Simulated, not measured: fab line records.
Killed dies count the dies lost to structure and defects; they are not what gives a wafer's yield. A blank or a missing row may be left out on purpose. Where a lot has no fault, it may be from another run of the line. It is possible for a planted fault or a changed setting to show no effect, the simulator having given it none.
A struck lot beside a sound one	flow nand-harc	13 out of 1302 route steps
Sound: the wafers L833.2, L833.3, L833.4. Wafers struck: L839.1, L839.3, L839.5. The cause is given at the end.
Order at every step that has rows: each side's tool, ch and its chambers, its first start. Under that, the readings that differ: sound wafers	struck wafers	difference of the means	sigmas: that difference in standard deviations of wafers without a fault.
alike: a reading whose means differ by less than 2 such deviations, as well as words and numbers matching on both sides. not compared: withheld readings; readings where some wafer has no value; bounds like >300 that might hide an equal value; numbers whose values overlap and for which the record gives no deviation.
The two part at a step that has a row with sigmas, a row that says differs or no value, or rows on one side only. Non-overlapping numbers with no deviation appear without sigmas and do not part them. A reading that every wafer of one side lacks parts them only if that side has two wafers or more.

NHARC_P_M1_INSPECT_27:
  struck on defect-inspect-01, day 14 05:25; sound on defect-inspect-01, day 11 05:50
  alike: raw-defect-count
NHARC_P_M1_PRE_CLEAN_32: time 12 s.
  sound on pecvd-02 ch 1,2, day 11 05:54; struck on pecvd-02 ch 0,2, day 14 05:35
  alike: heater-power-w
NHARC_P_M1_DEP_33: deposits SiCN, target thk 30 nm.
  sound on pecvd-02 ch 1,2, day 11 05:59; struck on pecvd-02 ch 0,2, day 14 05:42
  alike: heater-power-w, showerhead-vpp-V
then, 8 steps without rows for these wafers: NHARC_P_M2_DEP_00 (deposits SiOC, target thk 182.5 nm); NHARC_P_M2_DEHYDRATE_01 (time 120 s); NHARC_P_M2_HMDS_02 (time 30 s); NHARC_P_M2_COAT_34 (time 65 s); NHARC_P_M2_COAT_03 (resist thk 90 nm); NHARC_P_M2_SOFTBAKE_04 (time 55 s); NHARC_P_M2_EBR_05; NHARC_P_M2_EXPOSE_06 (exposes mask P M2, target cd 170 nm).
NHARC_P_M2_PEB_07: peb time 65 s.
  sound on litho-track-06 ch 0, day 11 07:01; struck on litho-track-04, day 14 06:49
  no value came back on the struck wafers for chill-plate-temp-C (C), exhaust-pa (Pa); on the sound wafers chill-plate-temp-C (C) reads 23.01 22.94 22.73
then, 1 step without rows for these wafers: NHARC_P_M2_DEVELOP_08 (develop time 35 s).

## WHERE THEY PART
Only at NHARC_P_M2_PEB_07, as far as this record shows.

WHY: what had been put in by the simulator
Skipped step whole: litho-track-04, from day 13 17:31 on, at NHARC_P_M2_PEB_07. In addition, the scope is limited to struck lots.
